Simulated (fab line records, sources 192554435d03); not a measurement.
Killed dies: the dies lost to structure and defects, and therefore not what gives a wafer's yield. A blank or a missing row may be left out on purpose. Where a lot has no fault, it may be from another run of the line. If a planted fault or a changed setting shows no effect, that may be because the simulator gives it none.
fab line records | flow n5_finfet
record: lots: 4 wafers: 11 last_day: 16
route steps=1938 shown FIN_SAQP@135 FIN_CUT@154 STI_FIN_REVEAL@196 BEOL_M4@1111
lots that met no fault: from a run of the same line without faults
start_h: start of the lot's first displayed wafer, in hours after the record's first day | wait_h: hours since the lot's step before | " repeats the value in the row above | L1.1+2: a row that stands for several wafers | - either no value or no given start | * or withheld: withheld | < > ~ a bound
route shown NAME@n: names a module that has steps shown in the file, with the first one's number in the route | usual: mean and standard deviation over wafers with no fault | same: alike in all rows | chamber/n: place in a boat | sites: each site's reading | _std_site: standard deviation across them | _edge_site: the outer-site mean with the inner-site mean subtracted | radius_mm: how far each site lies from the wafer's centre | mask NAME#n: copy n | behind: the tool/chamber that last shaped the wafer | hold: why the lot was held/for how many hours/how that ended | device: which transistor (n, p or np) failed to switch | end of line: tests of these same wafers at the route's end | a step with no rows: only its recipe | killed: count of dies lost to structure and defects at first sort (not the wafer's yield) | map: shows each die of a wafer: x if killed, . if not, _ if none is there
set.NAME: the run value of the setting; set.NAME@STEP: its run value at that earlier step | model.NAME: the simulator's own value behind a step, which no gauge read
lots at selected steps of the route; one table per step, one row per wafer
services: the hour from which a tool's chamber was out of use, counted from the record's first day as start_h (under 0 if before that day), plus the number of hours and why
== steps ==
step: N5_FIN_SAQP_ETCH_67
recipe: chemistry: CH3F/O2 target: SiNx target_depth_a: 300 mask_material: SOC pressure_mtorr: 30 source_w: 395 bias_w: 73 Ar_flow_sccm: 150 CH3F_flow_sccm: 30 O2_flow_sccm: 20 ion_energy_ev: 120
step: N5_FIN_SAQP_STRIP_70
recipe: chemistry: N2/H2 power_w: 500 temp_c: 40 pressure_mtorr: 50 rf_frequency_hz: 6e+07 overash_fraction: 0.3 bias_power_w: 28 h2_frac: 0.5 n2_flow_sccm: 300 h2_flow_sccm: 300
step: N5_FIN_SAQP_RECESS_71
recipe: chemistry: HF/NH3 target: SiO2 target_depth_a: 30 afs_cycles: 1 temp_c: 30 sublimation_temp_c: 180 sublimation_time_s: 60
step: N5_FIN_SAQP_SPACER2_ALD_28
recipe: material: SiO2 target_thk_a: 81 temp_c: 300 ald_precursor_family: BDEAS ald_co_reactant: O2-plasma pulse_time_s: 1 purge_time_s: 2 co_reactant_purge_time_s: 2 pressure_torr: 2
step: N5_FIN_SAQP_SPACER2_ETCHBACK_29
recipe: chemistry: CHF3/O2 mode: anisotropic_etchback target: SiO2 target_depth_a: 122 time_s: 6.1 pressure_mtorr: 30 source_w: 650 bias_w: 170 Ar_flow_sccm: 200 CHF3_flow_sccm: 50 O2_flow_sccm: 5 ion_energy_ev: 200
step: N5_FIN_SAQP_MANDREL2_REMOVE_60
recipe: chemistry: HBr/Cl2/O2 bt_time_s: 10 target: a-Si stop_on: SiNx endpoint: OES-SiCl over_etch_frac: 1 icp_w: 600 bias_w: 22 HBr_flow_sccm: 150 Cl2_flow_sccm: 80 O2_flow_sccm: 5 pressure_mtorr: 10
step: N5_FIN_SAQP_HM_OPEN_33
recipe: chemistry: CH3F/O2 target: SiNx mask_material: SiO2 target_depth_a: 494 time_s: 70.6 pressure_mtorr: 30 source_w: 395 bias_w: 73 Ar_flow_sccm: 150 CH3F_flow_sccm: 30 O2_flow_sccm: 20 ion_energy_ev: 120 ends: cleared
step: N5_FIN_SAQP_ETCH_34
recipe: chemistry: C4F6/O2 target: SiO2 target_depth_a: 450 time_s: 15 ion_energy_ev: 250 pressure_mtorr: 30 source_w: 345 bias_w: 185 Ar_flow_sccm: 300 C4F6_flow_sccm: 10 O2_flow_sccm: 10 ends: cleared
step: N5_FIN_SAQP_STRIP_77
recipe: chemistry: N2/H2 time_s: 90 power_w: 100 temp_c: 40 pressure_mtorr: 100 rf_frequency_hz: 6e+07 bias_power_w: 3 n2_flow_sccm: 300 h2_flow_sccm: 300
step: N5_FIN_SAQP_ETCH_64
recipe: chemistry: CF4 target: SiO2 target_depth_a: 15 ion_energy_ev: 350 pressure_mtorr: 10 icp_w: 800 bias_w: 400 cf4_flow_sccm: 80
step: N5_FIN_SAQP_FIN_ETCH_36
recipe: chemistry: HBr/Cl2/O2 target_depth_a: 1200 mask_material: SiNx time_s: 50.4 bias_w: 102 pressure_mtorr: 10 icp_w: 800 HBr_flow_sccm: 150 Cl2_flow_sccm: 80 O2_flow_sccm: 12
usual: bias_w: 102.0/0.32 drypump_motor_current_A: 6.0/0.47 oes_product_au: 1.010/0.018 throttle_valve_pct: 36.09/0.28
columns lot.wafer tool chamber start_h wait_h bias_w drypump_motor_current_A oes_product_au rf_hours_counter_h throttle_valve_pct model.FIN_SAQP.feature_depth_nm model.etch.depth_nm model.SiNx_of_FIN_SAQP_HM_DEP_03.thk_nm
L216.1 rie_si-05 2 44.81 0.0 82.2 6.4 0.997 25 35.99 114.4 114.3 23.2
L216.3 " 1 " " 82.4 5.5 1.008 17 36.50 117.6 117.7 23
L216.4 " 3 " " 81.6 5.7 0.973 69 35.91 112.6 112.6 23.4
L218.1 rie_si-05 2 56.15 0.0 81.3 6.4 0.991 25 36.00 114 114 22
L218.2 " 3 " " 81.6 5.7 0.963 69 35.91 112.8 112.7 22.4
L218.4 " 0 " " 81.8 5.7 0.981 64 36.45 115 115 23.4
L230.2 rie_si-03 1 127.97 0.0 102.2 6.7 1.030 43 36.21 121.4 121.3 21
L230.5 " 1 " " 102.6 6.7 1.052 - 36.20 123 123.1 22.2
L230.6 " 0 " " 102.5 5.5 1.018 - 35.76 119.6 119.6 21.8
L234.1 rie_si-05 2 152.13 0.0 102.0 6.4 1.022 27 35.95 119 118.9 21
L234.5 " 3 " " 101.8 5.7 0.993 - 35.85 117.8 117.9 21.8
step: N5_FIN_SAQP_PRECLEAN_38
recipe: chemistry: O3/DIW time_s: 45 temp_c: 22 o3_ppm: 10
step: N5_FIN_SAQP_PRECLEAN_45
recipe: chemistry: dHF time_s: 10 dilution: 500:1 temp_c: 25
step: N5_FIN_SAQP_SRD_39
recipe: dry: ipa_marangoni time_s: 30 temp_c: 23 rinse_liquid: diw
step: N5_FIN_SAQP_OCD_MEAS_76
usual: trench_depth_nm: 120.1/1.8
columns lot.wafer tool chamber start_h wait_h trench_depth_nm
L216.1 ocd-02 - 45.02 0.0 114.6
L216.3 " - " " 117.7
L216.4 " - " " 112.9
L218.1 ocd-01 - 56.37 0.0 114.2
L218.2 " - " " 112.9
L218.4 " - " " 114.9
L230.2 ocd-01 - 128.19 0.0 121.4
L230.5 " - " " 122.8
L230.6 " - " " 119.2
L234.1 ocd-02 - 152.35 0.0 119.1
L234.5 " - " " 118.5
step: N5_FIN_CUT_COAT_18
recipe: resist: SOC temp_c: 250 time_s: 60 spin_rpm: 1500 resist_thk_nm: 230
step: N5_FIN_CUT_COAT_19
recipe: resist: SiARC temp_c: 220 time_s: 60 spin_rpm: 1500 resist_thk_nm: 20
step: N5_FIN_CUT_COAT_29
recipe: resist: underlayer temp_c: 205 time_s: 60 spin_rpm: 1500 resist_thk_nm: 10
step: N5_FIN_CUT_COAT_02
recipe: resist: CAR-EUV spin_rpm: 1500 resist_thk_nm: 30
step: N5_FIN_CUT_EBR_04
recipe: solvent: PGMEA ebr_width_mm: 1.5
step: N5_FIN_CUT_SOFTBAKE_03
recipe: temp_c: 110 time_s: 60 resist: CAR-EUV
step: N5_FIN_CUT_EXPOSE_05
recipe: mask_id: FIN_CUT na: 0.33 source_shape: annular sigma_inner: 0.35 sigma_outer: 0.8 polarization: unpolarized dose_mj: 45.75
step: N5_FIN_CUT_PEB_06
recipe: peb_temp_c: 100 peb_time_s: 60 resist: CAR-EUV
step: N5_FIN_CUT_DEVELOP_07
recipe: develop_time_s: 30 developer: TMAH resist: CAR-EUV rinse_liquid: surfactant_rinse dry: air_spin dev_temp_c: 23
step: N5_FIN_CUT_DESCUM_13
recipe: chemistry: O2 time_s: 7 source_power_w: 50 bias_power_w: 20 pressure_mtorr: 20 rf_frequency_hz: 2.712e+07 temp_c: 40 resist: CAR-EUV o2_flow_sccm: 225
step: N5_FIN_CUT_ETCH_30
recipe: chemistry: N2/H2 target: underlayer target_depth_a: 130 mask_material: CAR-EUV time_s: 10.4 ion_energy_ev: 200 pressure_mtorr: 30 source_w: 840 bias_w: 150 n2_flow_sccm: 200 h2_flow_sccm: 200 ends: cleared
step: N5_FIN_CUT_ETCH_20
recipe: chemistry: CF4 target: SiARC target_depth_a: 260 mask_material: CAR-EUV time_s: 43.3 ion_energy_ev: 80 pressure_mtorr: 40 source_w: 545 bias_w: 36 Ar_flow_sccm: 100 cf4_flow_sccm: 100 ends: cleared
step: N5_FIN_CUT_ETCH_21
recipe: chemistry: N2/H2 target: SOC target_depth_a: 2190 overetch_a: 438 mask_material: SiARC temp_c: 40 ion_energy_ev: 100 bias_w: 61 time_s: 523.5 pressure_mtorr: 30 source_w: 850 n2_flow_sccm: 200 h2_flow_sccm: 200
step: N5_FIN_CUT_STRIP_23
recipe: chemistry: N2/H2 temp_c: 40 n2_flow_sccm: 200 h2_flow_sccm: 200 rf_frequency_hz: 6e+07
step: N5_FIN_CUT_STRIP_31
recipe: chemistry: N2/H2 temp_c: 40 n2_flow_sccm: 200 h2_flow_sccm: 200 rf_frequency_hz: 6e+07
step: N5_FIN_CUT_STRIP_24
recipe: chemistry: CF4 resist: SiARC power_w: 300 bias_power_w: 75 pressure_mtorr: 50 cf4_flow_sccm: 150 rf_frequency_hz: 6e+07
step: N5_FIN_CUT_CUT_ETCH_26
recipe: chemistry: CH3F/O2 target: SiNx target_depth_a: 390 mask_material: SOC time_s: 55.7 pressure_mtorr: 30 source_w: 395 bias_w: 73 Ar_flow_sccm: 150 CH3F_flow_sccm: 30 O2_flow_sccm: 20 ion_energy_ev: 120
step: N5_FIN_CUT_CUT_ETCH_27
recipe: chemistry: CHF3/O2 target: SiO2 target_depth_a: 40 mask_material: SOC overetch_a: 20 time_s: 4.9 pressure_mtorr: 30 source_w: 650 bias_w: 170 Ar_flow_sccm: 200 CHF3_flow_sccm: 50 O2_flow_sccm: 5 ion_energy_ev: 200
step: N5_FIN_CUT_PRECLEAN_35
recipe: time_s: 13.3 temp_c: 45 pressure_torr: 125 p_hf_torr: 3 p_coreactant_torr: 25 chemistry: vHF
step: N5_FIN_CUT_CUT_ETCH_15
recipe: chemistry: HBr/Cl2/O2 target: Si target_depth_a: 1000 bt_time_s: 10 mask_material: SOC time_s: 42.4 ion_energy_ev: * bias_w: * pressure_mtorr: 10 icp_w: 800 HBr_flow_sccm: 150 Cl2_flow_sccm: 80 O2_flow_sccm: 12
step: N5_STI_FIN_REVEAL_RECESS_09
recipe: chemistry: HF/NH3 target: SiO2 afs_cycles: 11 target_depth_a: 425 temp_c: 30 sublimation_temp_c: 180 sublimation_time_s: 60
usual: drypump_motor_current_A: 5.86/0.26
columns lot.wafer tool chamber start_h wait_h drypump_motor_current_A model.SiNx_of_FIN_SAQP_HM_DEP_03.thk_nm
L216.1 vapor_etch-02 1 52.55 0.0 5.83 20.4
L216.3 " 0 " " 5.82 20.2
L216.4 " 1 " " 5.84 20.4
L218.1 vapor_etch-02 1 64.39 0.0 5.85 19.2
L218.2 " 0 " " 5.81 19.6
L218.4 " 0 " " 5.82 20.6
L230.2 vapor_etch-02 1 136.62 0.0 5.82 18
L230.5 " 0 137.68 1.1 5.80 19.2
L230.6 " 1 " " 5.83 18.8
L234.1 vapor_etch-02 1 159.64 0.0 5.83 18.2
L234.5 " 1 160.70 1.1 5.81 19
step: N5_BEOL_M4_RC_MEAS_101
usual: DIBL_N: 36.3/1.6 DIBL_P: 36.2/2.1 IOFF_N: 0.16/0.031 IOFF_P: 0.21/0.034 ION_N: 673/11 ION_P: 461/7.4 SS_N: 71.6/0.55 SS_P: 73.3/0.66 VT_N: 251/3.2 VT_P: -251/3.5
columns lot.wafer tool chamber start_h wait_h DIBL_N[mV/V] DIBL_P[mV/V] IOFF_N[nA/um] IOFF_P[nA/um] ION_N[uA/um] ION_P[uA/um] SS_N[mV/dec] SS_P[mV/dec] VT_N[mV] VT_P[mV]
L216.1 prober-01 0 179.89 0.0 35.8 34.9 0.15 0.18 668 454 72.2 72.9 254 -252
L216.3 " 0 " " 35.2 35.2 0.14 0.18 666 459 71.4 73.5 252 -253
L216.4 " 0 " " 35.5 36.0 0.16 0.20 672 459 71.9 73.0 249 -251
L218.1 prober-01 0 188.14 0.0 34.7 34.4 0.14 0.20 676 468 71.4 72.9 250 -250
L218.2 " 0 " " 35.0 34.9 0.14 0.22 662 466 71.8 73.0 252 -247
L218.4 " 0 " " 35.2 35.1 0.14 0.21 667 464 71.1 73.3 253 -247
L230.2 prober-02 0 253.97 0.2 38.2 35.8 0.18 0.23 675 459 72.0 73.5 252 -250
L230.5 " 0 " " 37.1 35.0 0.15 0.21 674 469 71.2 73.6 250 -252
L230.6 " 0 " " 35.9 32.7 0.13 0.17 658 452 71.4 72.9 255 -255
L234.1 prober-01 0 280.98 0.0 37.6 36.2 0.15 0.19 664 454 72.1 73.3 252 -252
L234.5 " 0 " " 36.0 35.4 0.13 0.19 661 454 72.1 73.5 254 -254
== services ==
columns tool chamber start_h hours kind
rie_si-05 - 26.19 0.8 repair
rie_si-05 2 92.68 9.2 repair
rie_si-05 - 148.84 0.3 repair
== key ==
first_sign: step: N5_FIN_SAQP_FIN_ETCH_36 reading: bias_w direction: down sigmas: 64 usual: * struck: *
effect: step: N5_FIN_SAQP_OCD_MEAS_76 reading: trench_depth_nm direction: down sigmas: 3.2 usual: 120.1 struck: 114.5
model_effect: step: N5_FIN_SAQP_FIN_ETCH_36 value: FIN_SAQP.feature_depth_nm without: 120 struck: 114.4
model_effect: step: N5_STI_FIN_REVEAL_RECESS_09 value: SiNx_of_FIN_SAQP_HM_DEP_03.thk_nm without: 18.3 struck: 20.07
met_at N5_FIN_SAQP_FIN_ETCH_36
struck_wafers L216.1,L216.3,L216.4,L218.1,L218.2,L218.4
fault: kind: process_parameter_drift tool: rie_si-05 chamber: - onset_h: 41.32 steps: N5_FIN_SAQP_FIN_ETCH_36 channel: bias_w offset: * shape: step end_h: 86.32 acts_in: * stated: *
